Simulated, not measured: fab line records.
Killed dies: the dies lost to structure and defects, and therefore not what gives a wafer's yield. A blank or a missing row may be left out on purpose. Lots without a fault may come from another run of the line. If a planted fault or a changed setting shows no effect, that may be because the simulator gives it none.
Struck lot and sound lot, side by side || flow n5Finfet || 26 out of 1938 route steps
Sound: these wafers, L691.3, L691.4, L691.5. Struck: wafers L687.1, L687.3, L687.6. The cause is named last.
Order at every step that has rows: each side's tool, ch and its chambers, its first start. Under that, the readings that differ: sound wafers || struck wafers || difference of the means || sigmas: that difference in standard deviations of wafers without a fault.
alike: readings whose means differ by less than 2 such deviations, and words and numbers that are the same on both sides. not compared: withheld readings, readings that some wafer has no value for, bounds like >300 that may hide the same value, and numbers for which the record gives no deviation and whose values overlap.
A row with sigmas, a row that says differs or no value, or rows on one side alone: a step with any of these is where the two part. Numbers that have no deviation but don't overlap get no sigmas and don't part them. Lack of a reading on every wafer of one side parts them only where that side has two or more wafers.

first, 9 steps without rows for these wafers: N5_BEOL_M12_COAT_04 (resist thk 400 nm); N5_BEOL_M12_EBR_06; N5_BEOL_M12_SOFTBAKE_05 (time 60 s); N5_BEOL_M12_EXPOSE_07 (exposes mask V11); N5_BEOL_M12_PEB_08 (peb time 90 s); N5_BEOL_M12_DEVELOP_09 (develop time 45 s); N5_BEOL_M12_HARDBAKE_14 (time 120 s); N5_BEOL_M12_DESCUM_15 (chemistry O2, time 7.9 s); N5_BEOL_M12_ETCH_59 (etches BARC in N2/H2, target depth 89 nm, overetch 26.7 nm, time 67.9 s).
N5_BEOL_M12_VIA_ETCH_16: etches SiOC in C4F8/O2/Ar, target depth 724.8 nm.
  sound on rieDiel-03 ch 1,3, day 14 12:36; struck on rieDiel-05 ch 0,2,3, day 14 11:30
  alike: drypumpMotorCurrentA, oesProductAu, rfVppV, showerheadPlenumPTorr, throttleValvePct
then, 13 steps without rows for these wafers: N5_BEOL_M12_STRIP_63 (strips in N2/H2); N5_BEOL_M12_STRIP_64 (strips in N2/H2); N5_BEOL_M12_STRIP_71 (strips in post etch residue remover, time 60 s); N5_BEOL_M12_SRD_72 (time 30 s, dry time 30 s); N5_BEOL_M12_COAT_65 (time 60 s, resist thk 300 nm); N5_BEOL_M12_COAT_66 (time 60 s, resist thk 110 nm); N5_BEOL_M12_COAT_22 (resist thk 300 nm); N5_BEOL_M12_EBR_24; N5_BEOL_M12_SOFTBAKE_23 (time 60 s); N5_BEOL_M12_EXPOSE_25 (exposes mask M12); N5_BEOL_M12_PEB_26 (peb time 90 s); N5_BEOL_M12_DEVELOP_27 (develop time 45 s); N5_BEOL_M12_HARDBAKE_32 (time 120 s).
N5_BEOL_M12_INSPECT_30: inspects for defects (macro).
  struck on defectInspect-01, day 14 12:19; sound on defectInspect-02, day 14 13:31
{"reading": "rawDefectCount", "sound": "1 2 3", "struck": ">300 >300 >300", "difference": "differs", "sigmas": ""}
then, 1 step without rows for these wafers: N5_BEOL_M12_DESCUM_33 (chemistry O2, time 7.9 s).
N5_PASSIVATION_PROBE_49:
  the record has rows for the struck wafers here (prober-01, day 16 01:38) and none for the sound ones

## WHERE THEY PART
Last at N5_PASSIVATION_PROBE_49 as far as this record goes, first at N5_BEOL_M12_INSPECT_30.

WHY: the cause the simulator had injected
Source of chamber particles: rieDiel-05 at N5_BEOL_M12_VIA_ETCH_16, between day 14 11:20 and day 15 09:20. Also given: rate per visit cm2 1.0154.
